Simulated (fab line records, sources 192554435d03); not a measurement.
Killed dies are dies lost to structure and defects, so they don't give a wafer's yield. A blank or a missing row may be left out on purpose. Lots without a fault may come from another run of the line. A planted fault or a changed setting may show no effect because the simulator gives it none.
Split-lot experiment | flow n5_finfet | 7 lots, 21 wafers read, on a route of 1938 steps

THE SPLIT
At N5_HKMG_FIN_ETCH_35 (etches SOC in N2/H2, target depth 215.8 nm, time 243.4 s), the setting bias_w was moved away from the recipe's 5 W on 4 of the 21 wafers read, by -17.5% to -6.1%. The other wafers ran this setting at the recipe's value.

The reading is taken at the split's own step.

THE READING
rf_vpp_V, in V, at N5_HKMG_FIN_ETCH_35 (etches SOC in N2/H2, target depth 215.8 nm, time 243.4 s). Fault-free wafers of this fab line usually give 141.5 V, standard deviation 1.1 V.

wafer  | tool, chamber at the split | bias_w as run, W | against the recipe | rf_vpp_V, V | against lot-mates on the recipe
L074.1 | rie_diel-04, 1             | 5                | recipe             | 142.5       | -
L074.2 | rie_diel-04, 3             | 5                | recipe             | 140.3       | -
L074.4 | rie_diel-04, 2             | 5                | recipe             | 142.3       | -
L076.1 | rie_diel-02, 0             | 5                | recipe             | 140.5       | -
L076.3 | rie_diel-02, 3             | 4.124            | -17.5%             | 125.4       | -16.3
L076.4 | rie_diel-02, 2             | 5                | recipe             | 142.9       | -
L078.2 | rie_diel-05, 0             | 5                | recipe             | 142.8       | -
L078.3 | rie_diel-05, 3             | 5                | recipe             | 140.8       | -
L078.4 | rie_diel-05, 1             | 5                | recipe             | 141.1       | -
L082.3 | rie_diel-04, 2             | 5                | recipe             | 143.1       | -
L082.5 | rie_diel-04, 1             | 4.694            | -6.1%              | 136.6       | -6.5
L082.6 | rie_diel-04, 2             | 4.694            | -6.1%              | 136.5       | -6.6
L089.1 | rie_diel-05, 3             | 5                | recipe             | 143.0       | -
L089.2 | rie_diel-05, 2             | 4.48             | -10.4%             | 133.4       | -9.8
L089.5 | rie_diel-05, 3             | 5                | recipe             | 143.5       | -
L090.1 | rie_diel-05, 1             | 5                | recipe             | 139.9       | -
L090.4 | rie_diel-05, 2             | 5                | recipe             | 142.8       | -
L090.6 | rie_diel-05, 3             | 5                | recipe             | 141.0       | -
L094.2 | rie_diel-05, 0             | 5                | recipe             | 142.5       | -
L094.4 | rie_diel-05, 1             | 5                | recipe             | 140.7       | -
L094.5 | rie_diel-05, 0             | 5                | recipe             | 141.8       | -

THE FIT
A straight line over all 21 wafers: rf_vpp_V changes by +0.903 V for each +1% of bias_w; r = +0.97; the points scatter about the line by 1.1 V.
The same after taking each lot's own level away (the mean of its wafers on the recipe; 21 wafers): +0.951 V for each +1%; r = +0.98; scatter 0.9 V.
On that fit, the largest move of bias_w shifts the reading by 17 V.
The lots' own levels span 141.23 to 143.25 V, that is 1.8 times the standard deviation above.
So the lot-to-lot level changes the slope little: the two slopes agree.
Check: with one of the wafers moved furthest among these (-17.5%) left out of the fit, the line predicts -17.5 V for it against its lot-mates. It came out at -16.3 V against them.
Tool readings at the split's step, against how far the setting was moved: rf_vpp_V r = +0.97.

OTHER SPLITS ON THESE WAFERS
These wafers also went through other splits before the reading. Each is held against what the fit with the lots' levels taken away leaves over:
other split on the same wafers | wafers away from the commonest value | r with rf_vpp_V (lot level and that fit taken away)
N5_ILD0_ALD_15 ald_cycles      | 9                                    | -0.34
N5_SDB_EXPOSE_08 dose_mj       | 11                                   | +0.29
N5_SDB_ALD_29 ald_cycles       | 6                                    | -0.28
N5_HKMG_FIN_ETCH_32 source_w   | 7                                    | -0.15

THE FILE'S OWN FIT
rf_vpp_V changes by +0.947 V for each +1% of bias_w, r = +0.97.
